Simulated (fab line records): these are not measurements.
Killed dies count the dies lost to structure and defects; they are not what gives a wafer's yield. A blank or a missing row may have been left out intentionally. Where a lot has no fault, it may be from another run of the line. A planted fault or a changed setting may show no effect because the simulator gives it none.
Split-lot study + flow n5Finfet + 21 wafers read across 7 lots, on a route 1938 steps long

ABOUT THE SPLIT
At N5_BEOL_M10_ILD_DEP_00 (deposits SiCOH lowk from DEMS/porogen, target thk 308.51 nm, time 58 s), the setting timeS was moved away from the recipe's 58 s on 8 of the 21 wafers read, by -10.1% to +12.3%. All remaining wafers had this setting at the recipe value.

BETWEEN THE SPLIT AND THE READING: the file shows 1 step in between
- N5_BEOL_M10_CURE_71: cures SiCOH lowk, time 240 s

THE READING
M10_ILD_THK, in nm, at N5_BEOL_M10_THK_MEAS_01. Typical for fault-free wafers on this fab line: 268 nm, with standard deviation 3.6 nm.

| wafer  | tool, chamber at the split | timeS as run, s | against the recipe | M10_ILD_THK, nm | against lot-mates on the recipe |
|--------|----------------------------|-----------------|--------------------|-----------------|---------------------------------|
| L077.1 | pecvd-03, 1                | 58              | recipe             | 269             | -                               |
| L077.5 | pecvd-03, 2                | 58              | recipe             | 269             | -                               |
| L077.6 | pecvd-03, 1                | 58              | recipe             | 274             | -                               |
| L078.4 | pecvd-01, 2                | 58              | recipe             | 267             | -                               |
| L078.5 | pecvd-01, 1                | 58              | recipe             | 265             | -                               |
| L078.6 | pecvd-01, 0                | 62.7            | +8.1%              | 287             | +21                             |
| L080.1 | pecvd-01, 0                | 58              | recipe             | 263             | -                               |
| L080.5 | pecvd-01, 1                | 58              | recipe             | 269             | -                               |
| L080.6 | pecvd-01, 2                | 58              | recipe             | 267             | -                               |
| L083.4 | pecvd-04, 2                | 65.16           | +12.3%             | 301             | +25                             |
| L083.5 | pecvd-04, 0                | 65.16           | +12.3%             | 305             | +29                             |
| L083.6 | pecvd-04, 1                | 58              | recipe             | 276             | -                               |
| L084.2 | pecvd-04, 2                | 52.16           | -10.1%             | 241             | -33                             |
| L084.4 | pecvd-04, 1                | 58              | recipe             | 274             | -                               |
| L084.6 | pecvd-04, 0                | 52.16           | -10.1%             | 243             | -31                             |
| L096.3 | pecvd-04, 2                | 53.52           | -7.7%              | 244             | -24                             |
| L096.5 | pecvd-04, 1                | 53.52           | -7.7%              | 251             | -17                             |
| L096.6 | pecvd-04, 2                | 58              | recipe             | 268             | -                               |
| L097.2 | pecvd-01, 0                | 62.6            | +7.9%              | 286             | +18                             |
| L097.4 | pecvd-01, 1                | 58              | recipe             | 269             | -                               |
| L097.5 | pecvd-01, 0                | 58              | recipe             | 266             | -                               |

THE FIT
A straight line over all 21 wafers: M10_ILD_THK changes by +2.64 nm for each +1% of timeS; r = +0.98; the points scatter about the line by 3.5 nm.
The same after taking each lot's own level away (the mean of its wafers on the recipe; 21 wafers): +2.58 nm for each +1%; r = +0.98; scatter 3 nm.
On that fit, the largest move of timeS shifts the reading by 32 nm.
The lots' own levels span 266.0 to 276.0 nm, that is 2.8 times the standard deviation above.
So the lot-to-lot level changes the slope little: the two slopes agree.
Check: +32.5 nm against its lot-mates is what the line predicts for one of the wafers moved furthest among these (+12.3%) when that wafer is left out of the fit. Against them it came out at +25 nm.

THE OTHER SPLITS THESE WAFERS WENT THROUGH
These wafers also went through other splits before the reading. Each is held against what the fit with the lots' levels taken away leaves over:
| other split on the same wafers | wafers away from the commonest value | r with M10_ILD_THK (lot level and that fit taken away) |
|--------------------------------|--------------------------------------|--------------------------------------------------------|
| N5_BEOL_M8_COAT_05 spinRpm     | 5                                    | -0.32                                                  |

THE WHOLE CHAIN: every reading that the file lists as answering this split, in the file's order
| step                    | what it does                                                           | reading                                                                                  | change (the file's fit)              | r (the file's) |
|-------------------------|------------------------------------------------------------------------|------------------------------------------------------------------------------------------|--------------------------------------|----------------|
| N5_BEOL_M10_ILD_DEP_00  | deposits SiCOH lowk from DEMS/porogen, target thk 308.51 nm, time 58 s | SiCOH_lowk_of_BEOL_M10_ILD_DEP_00.thkNm (the simulator's own value, which no gauge read) | +2.92 nm for each +1% of the setting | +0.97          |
| N5_BEOL_M10_CURE_71     | cures SiCOH lowk, time 240 s                                           | SiCOH_lowk_of_BEOL_M10_ILD_DEP_00.thkNm (the simulator's own value, which no gauge read) | +2.58 nm for each +1% of the setting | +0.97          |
| N5_BEOL_M10_THK_MEAS_01 |                                                                        | M10_ILD_THK                                                                              | +2.58 for each +1% of the setting    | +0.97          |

FILE'S OWN FIT
M10_ILD_THK changes by +2.58 nm for each +1% of timeS, r = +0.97.
